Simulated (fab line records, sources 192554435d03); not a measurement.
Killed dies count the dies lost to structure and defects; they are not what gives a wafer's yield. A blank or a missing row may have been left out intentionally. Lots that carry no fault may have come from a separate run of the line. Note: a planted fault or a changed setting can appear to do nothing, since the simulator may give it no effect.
Split-lot study || flow n5Finfet || route with 1938 steps; 7 lots, 21 wafers read

ABOUT THE SPLIT
At N5_BEOL_M0_SAQP_COAT_81 (time 60 s, resist thk 100 nm), the setting spinRpm was moved away from the recipe's 1500 rpm on 11 of the 21 wafers read, by -7.1% to +8.8%. For the rest of the wafers, this setting stayed at what the recipe calls for.

FROM THE SPLIT TO THE READING: what the file shows between them, 8 steps
- N5_BEOL_M0_SAQP_COAT_82: time 60 s, resist thk 30 nm
- N5_BEOL_M0_SAQP_COAT_08: resist thk 90 nm
- N5_BEOL_M0_SAQP_DESCUM_19: chemistry O2, time 7.9 s
- N5_BEOL_M0_SAQP_ETCH_83: etches SiARC in CF4, target depth 39 nm, time 65 s
- N5_BEOL_M0_SAQP_ETCH_84: etches SOC in N2/H2, target depth 100 nm, overetch 20 nm, time 150 s
- N5_BEOL_M0_SAQP_STRIP_80: strips in N2/H2
- N5_BEOL_M0_SAQP_HM_OPEN_112: chemistry CHF3/O2, target SiO2, stops on a-Si, target depth 12 nm, time 13.5 s
- N5_BEOL_M0_SAQP_STRIP_113: strips in CHF3/O2

THE READING
SOC_of_BEOL_M0_SAQP_COAT_81.thkNm (the simulator's own value, which no gauge read), in nm, at N5_BEOL_M0_SAQP_MANDREL_ETCH_20 (etches a-Si in HBr/Cl2, stops on SiNx, target depth 60 nm, bt time 10 s, time 30 s). The file gives no usual value for it. Here, 10 wafers ran the recipe; their average is 76.5 nm with a standard deviation of 0.3 nm.

{"wafer": "L075.3", "tool, chamber at the split": "lithoTrack-05, 0", "spinRpm as run, rpm": 1589, "against the recipe": "+5.9%", "SOC_of_BEOL_M0_SAQP_COAT_81.thkNm, nm": 74.2, "against lot-mates on the recipe": "no lot-mate on the recipe"}
{"wafer": "L075.4", "tool, chamber at the split": "lithoTrack-05, 0", "spinRpm as run, rpm": 1589, "against the recipe": "+5.9%", "SOC_of_BEOL_M0_SAQP_COAT_81.thkNm, nm": 73.2, "against lot-mates on the recipe": "no lot-mate on the recipe"}
{"wafer": "L075.6", "tool, chamber at the split": "lithoTrack-05, 0", "spinRpm as run, rpm": 1589, "against the recipe": "+5.9%", "SOC_of_BEOL_M0_SAQP_COAT_81.thkNm, nm": 73.4, "against lot-mates on the recipe": "no lot-mate on the recipe"}
{"wafer": "L078.3", "tool, chamber at the split": "lithoTrack-02, 0", "spinRpm as run, rpm": 1590, "against the recipe": "+6.0%", "SOC_of_BEOL_M0_SAQP_COAT_81.thkNm, nm": 73, "against lot-mates on the recipe": "no lot-mate on the recipe"}
{"wafer": "L078.4", "tool, chamber at the split": "lithoTrack-02, 0", "spinRpm as run, rpm": 1590, "against the recipe": "+6.0%", "SOC_of_BEOL_M0_SAQP_COAT_81.thkNm, nm": 73.8, "against lot-mates on the recipe": "no lot-mate on the recipe"}
{"wafer": "L078.6", "tool, chamber at the split": "lithoTrack-02, 0", "spinRpm as run, rpm": 1590, "against the recipe": "+6.0%", "SOC_of_BEOL_M0_SAQP_COAT_81.thkNm, nm": 72.8, "against lot-mates on the recipe": "no lot-mate on the recipe"}
{"wafer": "L079.3", "tool, chamber at the split": "lithoTrack-05, 0", "spinRpm as run, rpm": 1500, "against the recipe": "recipe", "SOC_of_BEOL_M0_SAQP_COAT_81.thkNm, nm": 76.8, "against lot-mates on the recipe": "-"}
{"wafer": "L079.4", "tool, chamber at the split": "lithoTrack-05, 0", "spinRpm as run, rpm": 1632, "against the recipe": "+8.8%", "SOC_of_BEOL_M0_SAQP_COAT_81.thkNm, nm": 72.6, "against lot-mates on the recipe": -4.2}
{"wafer": "L079.6", "tool, chamber at the split": "lithoTrack-05, 0", "spinRpm as run, rpm": 1632, "against the recipe": "+8.8%", "SOC_of_BEOL_M0_SAQP_COAT_81.thkNm, nm": 72.2, "against lot-mates on the recipe": -4.6}
{"wafer": "L080.1", "tool, chamber at the split": "lithoTrack-02, 0", "spinRpm as run, rpm": 1394, "against the recipe": "-7.1%", "SOC_of_BEOL_M0_SAQP_COAT_81.thkNm, nm": 80, "against lot-mates on the recipe": "+4.0"}
{"wafer": "L080.2", "tool, chamber at the split": "lithoTrack-02, 0", "spinRpm as run, rpm": 1500, "against the recipe": "recipe", "SOC_of_BEOL_M0_SAQP_COAT_81.thkNm, nm": 75.8, "against lot-mates on the recipe": "-"}
{"wafer": "L080.4", "tool, chamber at the split": "lithoTrack-02, 0", "spinRpm as run, rpm": 1500, "against the recipe": "recipe", "SOC_of_BEOL_M0_SAQP_COAT_81.thkNm, nm": 76.2, "against lot-mates on the recipe": "-"}
{"wafer": "L086.2", "tool, chamber at the split": "lithoTrack-01, 0", "spinRpm as run, rpm": 1500, "against the recipe": "recipe", "SOC_of_BEOL_M0_SAQP_COAT_81.thkNm, nm": 76.6, "against lot-mates on the recipe": "-"}
{"wafer": "L086.5", "tool, chamber at the split": "lithoTrack-01, 0", "spinRpm as run, rpm": 1500, "against the recipe": "recipe", "SOC_of_BEOL_M0_SAQP_COAT_81.thkNm, nm": 76.6, "against lot-mates on the recipe": "-"}
{"wafer": "L086.3", "tool, chamber at the split": "lithoTrack-01, 0", "spinRpm as run, rpm": 1500, "against the recipe": "recipe", "SOC_of_BEOL_M0_SAQP_COAT_81.thkNm, nm": 76.4, "against lot-mates on the recipe": "-"}
{"wafer": "L090.1", "tool, chamber at the split": "lithoTrack-01, 0", "spinRpm as run, rpm": 1500, "against the recipe": "recipe", "SOC_of_BEOL_M0_SAQP_COAT_81.thkNm, nm": 76.8, "against lot-mates on the recipe": "-"}
{"wafer": "L090.4", "tool, chamber at the split": "lithoTrack-01, 0", "spinRpm as run, rpm": 1500, "against the recipe": "recipe", "SOC_of_BEOL_M0_SAQP_COAT_81.thkNm, nm": 76.6, "against lot-mates on the recipe": "-"}
{"wafer": "L090.6", "tool, chamber at the split": "lithoTrack-01, 0", "spinRpm as run, rpm": 1500, "against the recipe": "recipe", "SOC_of_BEOL_M0_SAQP_COAT_81.thkNm, nm": 76.4, "against lot-mates on the recipe": "-"}
{"wafer": "L093.1", "tool, chamber at the split": "lithoTrack-01, 0", "spinRpm as run, rpm": 1626, "against the recipe": "+8.4%", "SOC_of_BEOL_M0_SAQP_COAT_81.thkNm, nm": 72.8, "against lot-mates on the recipe": -4.0}
{"wafer": "L093.2", "tool, chamber at the split": "lithoTrack-01, 0", "spinRpm as run, rpm": 1500, "against the recipe": "recipe", "SOC_of_BEOL_M0_SAQP_COAT_81.thkNm, nm": 76.8, "against lot-mates on the recipe": "-"}
{"wafer": "L093.6", "tool, chamber at the split": "lithoTrack-01, 0", "spinRpm as run, rpm": 1626, "against the recipe": "+8.4%", "SOC_of_BEOL_M0_SAQP_COAT_81.thkNm, nm": 73, "against lot-mates on the recipe": -3.8}

FIT RESULTS
A straight line over all 21 wafers: SOC_of_BEOL_M0_SAQP_COAT_81.thkNm changes by -0.478 nm for each +1% of spinRpm; r = -0.98; the points scatter about the line by 0.4 nm.
The same after taking each lot's own level away (the mean of its wafers on the recipe; 15 wafers): -0.501 nm for each +1%; r = -1.00; scatter 0.22 nm.
Per that fit: largest spinRpm move, reading shift of 4.4 nm.
Across the lots, their own levels run from 76.00 to 76.80 nm, a range of 2.7 times the standard deviation given above.
The two slopes are in agreement: the lot-to-lot level therefore moves the slope only a little.
Check: for one of the wafers moved furthest among these (+8.8%), held out of the fit, the line's prediction against its lot-mates is -4.37 nm. Against them it came out at -4.2 nm.

OTHER SPLITS APPLIED TO THESE WAFERS
Other splits were also applied to these wafers ahead of the reading. Each is held against what the fit with the lots' levels taken away leaves over:
{"other split on the same wafers": "N5_HKMG_FIN_ETCH_31 biasW", "wafers away from the commonest value": 10, "r with SOC_of_BEOL_M0_SAQP_COAT_81.thkNm (lot level and that fit taken away)": "+0.38"}
{"other split on the same wafers": "N5_MOL_CONTACT_COAG_ETCH_105 biasW", "wafers away from the commonest value": 6, "r with SOC_of_BEOL_M0_SAQP_COAT_81.thkNm (lot level and that fit taken away)": -0.24}
{"other split on the same wafers": "N5_MOL_CONTACT_COAG_PECVD_31 timeS", "wafers away from the commonest value": 5, "r with SOC_of_BEOL_M0_SAQP_COAT_81.thkNm (lot level and that fit taken away)": "+0.12"}
{"other split on the same wafers": "N5_MOL_CONTACT_COAG_COAT_76 spinRpm", "wafers away from the commonest value": 8, "r with SOC_of_BEOL_M0_SAQP_COAT_81.thkNm (lot level and that fit taken away)": "+0.18"}
{"other split on the same wafers": "N5_BEOL_M0_SAQP_PECVD_00 timeS", "wafers away from the commonest value": 8, "r with SOC_of_BEOL_M0_SAQP_COAT_81.thkNm (lot level and that fit taken away)": -0.32}

THE WHOLE CHAIN: every reading that the file lists as answering this split, in the file's order
{"step": "N5_BEOL_M0_SAQP_COAT_81", "what it does": "time 60 s, resist thk 100 nm", "reading": "SOC_of_BEOL_M0_SAQP_COAT_81.thkNm (the simulator's own value, which no gauge read)", "change (the file's fit)": "-0.465 nm for each +1% of the setting", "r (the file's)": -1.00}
{"step": "N5_BEOL_M0_SAQP_ETCH_84", "what it does": "etches SOC in N2/H2, target depth 100 nm, overetch 20 nm, time 150 s", "reading": "etch.depthNm (the simulator's own value, which no gauge read)", "change (the file's fit)": "-0.475 nm for each +1% of the setting", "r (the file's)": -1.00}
{"step": "N5_BEOL_M0_SAQP_MANDREL_ETCH_20", "what it does": "etches a-Si in HBr/Cl2, stops on SiNx, target depth 60 nm, bt time 10 s, time 30 s", "reading": "SOC_of_BEOL_M0_SAQP_COAT_81.thkNm (the simulator's own value, which no gauge read)", "change (the file's fit)": "-0.504 nm for each +1% of the setting", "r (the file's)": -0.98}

THE FILE'S OWN FIT
SOC_of_BEOL_M0_SAQP_COAT_81.thkNm changes by -0.504 nm for each +1% of spinRpm, r = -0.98.
